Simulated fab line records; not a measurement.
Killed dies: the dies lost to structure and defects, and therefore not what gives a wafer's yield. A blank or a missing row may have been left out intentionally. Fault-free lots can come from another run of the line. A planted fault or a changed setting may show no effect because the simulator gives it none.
Problem report in the 8D (eight disciplines) form, filled by code | flow n5-finfet | the parts of the form that need people (team, actions taken, sign-off) are left out

1. THE PROBLEM
Mean RS_NWELL at N5_BEOL_M4_RC_MEAS_101: 1705 ohm/sq over 6 wafers in 2 lots; fault-free wafers: 1035 ohm/sq, standard deviation 6.8. That puts it +99 standard deviations away from the usual mean.
First observed at day 12 21:49: wafer L180.1, on prober-01. At this step, 33 wafers from 11 lots have a number in the record. By rule, "out" or "out of limits" means more than 4 standard deviations away from the usual mean. The rest of the wafers with a number are treated as sound.

2. WHAT IT IS, AND WHAT IT ISN'T
question                    | is                     | is not
which readings at this step | RS_NWELL               | DIBL_N, DIBL_P, IOFF_N, IOFF_P, ION_N, ION_P, SS_N, SS_P, VT_N, VT_P
which lots                  | L179, L180             | L162, L164, L166, L169, L170, L172, L181, L182, L183
which wafers of those lots  | all that have a number | -
read on which gauges        | prober-01, prober-02   | -
when                        | from day 12 21:49      | up to then (18 sound wafers); but 9 sound wafers of L181, L182, L183 came after

3. THE SUSPECTS, EACH WITH WHAT RULES IT OUT
Counting: a tool at any process step up to the reading remains a suspect when it ran all the lots that are out and ran no sound lot after the first of those.
- the gauge at N5_BEOL_M4_RC_MEAS_101 has been ruled out. 2 gauges (prober-01, prober-02) read the wafers that are out.
- implanter-02 at N5_WELL_APT_IMPLANT_14: kept. It ran every lot that is out, first L179 (day 5 19:52), and no sound lot after that; its last sound lot up to then is L170 (day 3 13:55). Its own dose-ions-cm2, faraday-current-uA readings are out on those wafers.
After counting, what remains is implanter-02 at N5_WELL_APT_IMPLANT_14.

4. THE CAUSE (what the simulator had put in)
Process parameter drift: implanter-02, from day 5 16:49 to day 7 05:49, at N5_WELL_APT_IMPLANT_14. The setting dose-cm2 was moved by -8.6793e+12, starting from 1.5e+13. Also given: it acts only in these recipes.
This tool alone remained once counting was done.

5. THE CHAIN OF EFFECTS, in route order
Rows list readings where the struck wafers' mean (over those with a number) sits beyond 3 standard deviations from the usual. Only readings for which the record gives a usual standard deviation are gone through. hours: the time from each lot's start at the first step in this table that gives one to its start at this step, as a median over the lots. sigmas: the change in usual standard deviations.
hours | step                   | reading            | usual       | on struck wafers | change      | sigmas
0     | N5_WELL_APT_IMPLANT_14 | dose-ions-cm2      | 1.4998e+13  | 6.3122e+12       | -8.6858e+12 | -99 or more
0     | N5_WELL_APT_IMPLANT_14 | faraday-current-uA | 190         | 81               | -109        | -28
175   | N5_BEOL_M4_RC_MEAS_101 | RS_NWELL           | 1035 ohm/sq | 1705             | +670        | +99
Process steps it contains:
- N5_WELL_APT_IMPLANT_14

6. WHAT WOULD HAVE CAUGHT IT SOONER
173 hours passed between the start of the fault at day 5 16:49 and the first reading out of limits at a measuring or inspecting step in this record, taken at day 12 21:49.
At N5_WELL_APT_IMPLANT_14, the tool's own readings (dose-ions-cm2, faraday-current-uA) were out on each struck wafer the step has a row for, so an alarm limit on them would have fired on the first such wafer.
All the lots that are out (2) had begun N5_WELL_APT_IMPLANT_14 on implanter-02 by day 12 21:49. Tool hold at that time: it would have spared none of them.
